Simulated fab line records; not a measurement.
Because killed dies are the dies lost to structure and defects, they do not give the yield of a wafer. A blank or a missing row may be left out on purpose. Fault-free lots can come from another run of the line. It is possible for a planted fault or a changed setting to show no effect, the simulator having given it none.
Matching of chambers ; flow n5Finfet ; 4 sister chambers for N5_BEOL_M8_ALD_77 on aldMetal-01
The step deposits TaN, target thk 2 nm, pulse time 2 s, purge time 3 s. 16 wafers are shown with their chamber, then 8 later ones without.

== WAFERS, EACH WITH ITS CHAMBER ==
wafer;chamber;heaterPowerW (W);susceptorTempC (C);chamberPressureTorr (Torr)
L077.3;2;398;275.01;2.994
L077.5;2;408;274.96;3.000
L077.6;3;390;274.88;3.002
L076.3;3;389;274.76;3.006
L076.4;1;362;274.98;2.997
L076.5;2;394;275.04;3.002
L079.1;0;452;275.04;3.002
L079.3;1;352;275.24;3.001
L079.4;3;388;274.78;2.996
L082.1;3;390;274.79;3.004
L082.4;0;445;274.87;2.994
L082.5;0;453;274.92;2.994
L084.1;1;367;275.13;3.008
L084.3;0;453;274.77;2.993
L084.4;3;386;274.89;2.999
L093.4;2;402;274.89;2.998

SIGNATURES (averages over the wafers above)
reading;chamber 0;chamber 1;chamber 2;chamber 3;scatter within a chamber
heaterPowerW;450.75;360.33;400.50;388.60;4.83
susceptorTempC;274.9000;275.1167;274.9750;274.8200;0.091
chamberPressureTorr;2.99575;3.00200;2.99850;3.00140;0.00421
Rule: a wafer lies at a distance from a chamber equal to the root of the sum of squares, over the readings, of (its reading less the chamber's mean, divided by the reading's scatter). If the next closest chamber is less than 2 further off than the closest, the wafer can't be placed; otherwise it belongs to the closest. The scatter is the square root of a quotient: the sum, over the shown wafers, of each reading's squared deviation from its chamber's mean, divided by wafers minus chambers.

== WAFERS WITHOUT THEIR CHAMBER ==
wafer;heaterPowerW (W);susceptorTempC (C);chamberPressureTorr (Torr)
L093.5;350;274.67;3.011
L093.6;445;274.89;2.992
L094.1;358;274.82;3.002
L094.3;392;275.11;3.003
L094.5;362;274.95;2.996
L097.1;348;274.89;2.999
L097.3;403;274.71;2.997
L097.5;453;275.30;3.009

== WHICH CHAMBER EACH WENT THROUGH ==
wafer;from the rows above;in truth
L093.5;1;1
L093.6;0;0
L094.1;1;1
L094.3;can't be placed: 2 or 3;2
L094.5;1;1
L097.1;1;1
L097.3;can't be placed: 2 or 3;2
L097.5;0;0
Correctly placed: 6 of 8. Cannot be placed on the basis of these rows: 2; the candidates contain the true chamber in 2. Number placed wrongly: 0.
